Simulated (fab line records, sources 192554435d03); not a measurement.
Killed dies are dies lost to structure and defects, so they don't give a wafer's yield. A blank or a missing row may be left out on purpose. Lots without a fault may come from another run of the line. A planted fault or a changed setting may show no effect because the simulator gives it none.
Which tool did it? | flow n5_finfet | 9 lots, 27 wafers sampled, at 5 steps of a route of 1938

WHAT THE GAUGES READ, wafer by wafer
N5_BEOL_M4_RC_MEAS_101. Usual: DIBL_N 36.1 mV/V, standard deviation 1.3; DIBL_P 36.1 mV/V, standard deviation 1.7; IOFF_N 0.154 nA/um, standard deviation 0.022; IOFF_P 0.201 nA/um, standard deviation 0.024; ION_N 675 uA/um, standard deviation 8.9; ION_P 462 uA/um, standard deviation 5.9; SS_N 71.5 mV/dec, standard deviation 0.49; SS_P 73.3 mV/dec, standard deviation 0.58; VT_N 250.0 mV, standard deviation 2.7; VT_P -251.3 mV, standard deviation 2.7.
lot  | measured     | on        | DIBL_N (mV/V)  | DIBL_P (mV/V)  | IOFF_N (nA/um)    | IOFF_P (nA/um)    | ION_N (uA/um) | ION_P (uA/um) | SS_N (mV/dec)  | SS_P (mV/dec)  | VT_N (mV)         | VT_P (mV)            | flag
L280 | day 8 02:04  | prober-02 | 34.0 33.7 33.8 | 33.8 33.7 33.5 | 0.133 0.128 0.129 | 0.171 0.170 0.167 | 662 672 662   | 449 464 456   | 71.7 71.9 71.2 | 72.9 73.1 72.6 | 250.9 254.0 252.7 | -255.2 -254.0 -255.0 |
L281 | day 8 02:34  | prober-01 | 36.8 36.0 37.6 | 37.7 36.4 38.3 | 0.168 0.146 0.165 | 0.185 0.172 0.184 | 678 662 676   | 452 452 448   | 72.2 71.3 72.1 | 73.7 73.7 73.5 | 250.7 251.7 250.3 | -254.7 -253.2 -254.9 |
L282 | day 8 21:16  | prober-02 | 37.6 38.4 35.2 | 37.2 38.5 34.9 | 0.164 0.181 0.134 | 0.216 0.235 0.184 | 681 684 681   | 468 468 466   | 71.6 72.1 71.5 | 73.5 73.9 73.4 | 250.3 248.3 252.3 | -249.2 -249.2 -253.5 |
L283 | day 8 19:33  | prober-01 | 36.1 35.2 34.5 | 37.1 35.6 35.4 | 0.179 0.158 0.144 | 0.224 0.199 0.200 | 685 682 669   | 463 461 465   | 71.1 71.2 71.1 | 73.4 73.2 73.5 | 247.2 248.8 252.7 | -246.5 -250.6 -250.5 |
L285 | day 9 07:28  | prober-01 | 35.4 35.2 35.4 | 36.4 35.5 35.7 | 0.151 0.139 0.148 | 0.208 0.184 0.198 | 685 677 682   | 468 469 468   | 71.1 70.6 70.8 | 72.7 72.9 73.3 | 248.3 251.0 248.4 | -249.7 -249.0 -248.4 |
L292 | day 11 16:36 | prober-01 | 33.0 33.6 33.6 | 32.9 33.8 32.6 | 0.126 0.131 0.121 | 0.166 0.181 0.159 | 678 664 672   | 465 459 460   | 71.3 71.1 71.3 | 73.2 73.5 72.8 | 251.7 251.3 254.9 | -253.4 -254.1 -254.6 |
L295 | day 11 22:54 | prober-01 | 36.7 37.5 35.5 | 38.5 40.4 37.5 | 0.165 0.185 0.140 | 0.205 0.235 0.195 | 672 682 654   | 457 459 449   | 72.0 71.9 71.7 | 73.8 74.1 73.5 | 250.8 251.0 254.2 | -254.0 -249.4 -251.7 |
L300 | day 13 05:51 | prober-01 | 36.3 36.2 37.9 | 37.0 36.7 38.0 | 0.169 0.165 0.194 | 0.199 0.196 0.216 | 683 672 690   | 464 453 465   | 71.6 71.1 71.3 | 73.0 73.2 73.8 | 247.2 248.2 245.6 | -252.2 -250.7 -248.9 |
L302 | day 14 10:37 | prober-01 | 35.0 35.0 35.9 | 35.5 36.1 36.4 | 0.129 0.136 0.141 | 0.156 0.168 0.169 | 667 678 677   | 456 460 462   | 71.1 71.8 72.3 | 73.3 72.9 73.3 | 251.5 249.9 250.5 | -255.6 -253.4 -256.6 |

WHICH TOOL RAN EACH LOT (tool, then ch and the chambers of the sampled wafers, then the start)
lot  | N5_DUMMY_GATE_ETCH_37             | N5_DUMMY_GATE_HM_OPEN_21          | N5_DUMMY_GATE_ETCH_44           | N5_DUMMY_GATE_ETCH_42
L280 | rie_diel-04 ch 0,1, day 3 05:01   | rie_diel-04 ch 0,1, day 3 05:25   | rie_si-04 ch 0,1,3, day 3 05:40 | rie_diel-04 ch 0,3, day 3 05:50
L281 | rie_diel-04 ch 0,3, day 3 12:28   | rie_diel-03 ch 2,3, day 3 12:50   | rie_si-04 ch 0,3, day 3 13:05   | rie_diel-03 ch 0,2, day 3 13:15
L282 | rie_diel-04 ch 0,1,3, day 3 19:21 | rie_diel-05 ch 0,2,3, day 3 19:49 | rie_si-04 ch 0,2,3, day 3 20:04 | rie_diel-05 ch 0,2, day 3 20:19
L283 | rie_diel-03 ch 0,2,3, day 3 22:34 | rie_diel-04 ch 0,1, day 3 22:56   | rie_si-02 ch 0,2, day 3 23:11   | rie_diel-03 ch 2,3, day 3 23:21
L285 | rie_diel-05 ch 1,2,3, day 4 09:53 | rie_diel-05 ch 1,2,3, day 4 10:25 | rie_si-04 ch 1,2,3, day 4 10:40 | rie_diel-04 ch 0,1,2, day 4 10:49
L292 | rie_diel-03 ch 0,1, day 6 05:24   | rie_diel-04 ch 2,3, day 6 05:46   | rie_si-04 ch 0,2,3, day 6 06:01 | rie_diel-04 ch 0,1,2, day 6 06:43
L295 | rie_diel-05 ch 0,1,2, day 6 22:35 | rie_diel-03 ch 0,1,3, day 6 23:17 | rie_si-05 ch 2,3, day 6 23:35   | rie_diel-03 ch 0,3, day 6 23:47
L300 | rie_diel-04 ch 1,2, day 8 05:18   | rie_diel-03 ch 0,2,3, day 8 05:40 | rie_si-05 ch 1,2, day 8 05:55   | rie_diel-03 ch 0,2,3, day 8 06:05
L302 | rie_diel-05 ch 1,2,3, day 8 15:58 | rie_diel-05 ch 0,1,3, day 8 16:20 | rie_si-04 ch 0,1,3, day 8 16:35 | rie_diel-04 ch 0,1, day 8 16:45
- N5_DUMMY_GATE_ETCH_37: etches SOC in N2/H2, target depth 60 nm, overetch 30 nm.
- N5_DUMMY_GATE_HM_OPEN_21: chemistry CH3F/O2, target SiNx, target depth 120 nm, time 171.4 s.
- N5_DUMMY_GATE_ETCH_44: etches poly-Si in HBr/O2, stops on SiO2, target depth 127.5 nm.
- N5_DUMMY_GATE_ETCH_42: etches SiO2 in CHF3/O2, target depth 3.5 nm, time 31 s.

WHAT THE TOOLS THEMSELVES READ (means of the sampled wafers that have a number; where no wafer has one, the mark that the record gives instead)
N5_DUMMY_GATE_ETCH_37. Usual: drypump_motor_current_A 6.0 A, standard deviation 0.43; oes_product_au 0.62 a.u., standard deviation 0.052; rf_vpp_V 524.8 V, standard deviation 2.1; showerhead_plenum_p_Torr 2.58 Torr, standard deviation 0.071; throttle_valve_pct 17.84 %, standard deviation 0.15.
lot  | tool        | drypump_motor_current_A (A) | oes_product_au (a.u.) | rf_vpp_V (V) | showerhead_plenum_p_Torr (Torr) | throttle_valve_pct (%) | flag
L280 | rie_diel-04 | 5.9                         | 0.66                  | 526.4        | 2.61                            | 17.84                  |
L281 | rie_diel-04 | 5.8                         | 0.67                  | 527.6        | 2.66                            | 17.64                  |
L282 | rie_diel-04 | 6.0                         | 0.64                  | 525.4        | 2.61                            | 17.77                  |
L283 | rie_diel-03 | 5.8                         | 0.59                  | 524.3        | 2.53                            | 17.75                  |
L285 | rie_diel-05 | 5.7                         | 0.64                  | 527.2        | 2.67                            | 17.88                  |
L292 | rie_diel-03 | 6.3                         | 0.64                  | 523.6        | 2.51                            | 17.78                  |
L295 | rie_diel-05 | 5.6                         | 0.60                  | 525.5        | 2.62                            | 18.00                  |
L300 | rie_diel-04 | 6.4                         | 0.59                  | 523.1        | 2.54                            | 17.92                  |
L302 | rie_diel-05 | 5.7                         | 0.61                  | 526.8        | 2.65                            | 17.92                  |

N5_DUMMY_GATE_HM_OPEN_21. Usual: drypump_motor_current_A 5.9 A, standard deviation 0.42; oes_product_au 0.78 a.u., standard deviation 0.068; rf_vpp_V 299.7 V, standard deviation 2.1; showerhead_plenum_p_Torr 2.04 Torr, standard deviation 0.055; throttle_valve_pct 16.43 %, standard deviation 0.15.
lot  | tool        | drypump_motor_current_A (A) | oes_product_au (a.u.) | rf_vpp_V (V) | showerhead_plenum_p_Torr (Torr) | throttle_valve_pct (%) | flag
L280 | rie_diel-04 | 5.6                         | 0.87                  | 300.7        | 2.11                            | 16.29                  |
L281 | rie_diel-03 | 5.5                         | 0.75                  | 299.9        | 2.02                            | 16.37                  |
L282 | rie_diel-05 | 5.5                         | 0.84                  | 300.0        | 2.10                            | 16.53                  |
L283 | rie_diel-04 | 5.7                         | 0.86                  | 300.9        | 2.10                            | 16.30                  |
L285 | rie_diel-05 | 5.7                         | 0.80                  | 299.5        | 2.12                            | 16.49                  |
L292 | rie_diel-04 | 6.4                         | 0.73                  | 297.2        | 2.02                            | 16.41                  |
L295 | rie_diel-03 | 6.0                         | 0.78                  | 301.0        | 1.99                            | 16.43                  |
L300 | rie_diel-03 | 5.8                         | 0.73                  | 300.9        | 2.00                            | 16.48                  |
L302 | rie_diel-05 | 5.6                         | 0.80                  | 299.0        | 2.10                            | 16.55                  |

N5_DUMMY_GATE_ETCH_44. Usual: drypump_motor_current_A 5.6 A, standard deviation 0.41; oes_product_au 0.734 a.u., standard deviation 0.014; throttle_valve_pct 18.65 %, standard deviation 0.14.
lot  | tool      | drypump_motor_current_A (A) | oes_product_au (a.u.) | throttle_valve_pct (%) | flag
L280 | rie_si-04 | 5.4                         | 0.737                 | 18.76                  |
L281 | rie_si-04 | 5.5                         | 0.737                 | 18.77                  |
L282 | rie_si-04 | 5.5                         | 0.736                 | 18.65                  |
L283 | rie_si-02 | 6.2                         | 0.735                 | 18.66                  |
L285 | rie_si-04 | 5.4                         | 0.668                 | 18.74                  | OFF
L292 | rie_si-04 | 5.5                         | 0.671                 | 18.66                  | OFF
L295 | rie_si-05 | 5.3                         | 0.742                 | 18.68                  |
L300 | rie_si-05 | 5.8                         | 0.734                 | 18.57                  |
L302 | rie_si-04 | 5.4                         | 0.739                 | 18.76                  |

N5_DUMMY_GATE_ETCH_42. Usual: drypump_motor_current_A 5.9 A, standard deviation 0.42; oes_product_au 0.78 a.u., standard deviation 0.062; rf_vpp_V 42.5 V, standard deviation 0.93; showerhead_plenum_p_Torr 2.44 Torr, standard deviation 0.061; throttle_valve_pct 18.77 %, standard deviation 0.15.
lot  | tool        | drypump_motor_current_A (A) | oes_product_au (a.u.) | rf_vpp_V (V) | showerhead_plenum_p_Torr (Torr) | throttle_valve_pct (%) | flag
L280 | rie_diel-04 | 5.8                         | 0.86                  | 42.9         | 2.51                            | 18.56                  |
L281 | rie_diel-03 | 5.8                         | 0.77                  | 42.5         | 2.40                            | 18.62                  |
L282 | rie_diel-05 | 5.5                         | 0.78                  | 42.7         | 2.48                            | 18.95                  |
L283 | rie_diel-03 | 5.5                         | 0.74                  | 43.0         | 2.40                            | 18.77                  |
L285 | rie_diel-04 | 6.0                         | 0.81                  | 41.9         | 2.46                            | 18.67                  |
L292 | rie_diel-04 | 6.0                         | 0.79                  | 42.1         | 2.45                            | 18.70                  |
L295 | rie_diel-03 | 6.1                         | 0.73                  | 42.1         | 2.38                            | 18.82                  |
L300 | rie_diel-03 | 5.8                         | 0.73                  | 41.9         | 2.39                            | 18.77                  |
L302 | rie_diel-04 | 5.9                         | 0.78                  | 41.8         | 2.45                            | 18.83                  |

THE ANSWER, worked out from the rows above alone
Rule: a lot is off if the mean of its wafers that have a number lies more than 3 standard deviations from the usual mean. A lot without any number at a reading at which 4 lots or more have one is off too. The other lots that the step has rows for count as sound. The gauges are gone through in route order, then the tools' own readings, and for those a lot's mean is taken as printed above. The first step at which some lot is off is used, and at that step the reading that is off furthest; a lot without a number counts as furthest.
Off: L285, L292, at N5_DUMMY_GATE_ETCH_44 (oes_product_au).
A tool fits if, at that step or a process step before it, it ran every lot that is off, and no sound lot after the first of them. None of those tried fits.

WHAT THE SIMULATOR HAD PUT IN
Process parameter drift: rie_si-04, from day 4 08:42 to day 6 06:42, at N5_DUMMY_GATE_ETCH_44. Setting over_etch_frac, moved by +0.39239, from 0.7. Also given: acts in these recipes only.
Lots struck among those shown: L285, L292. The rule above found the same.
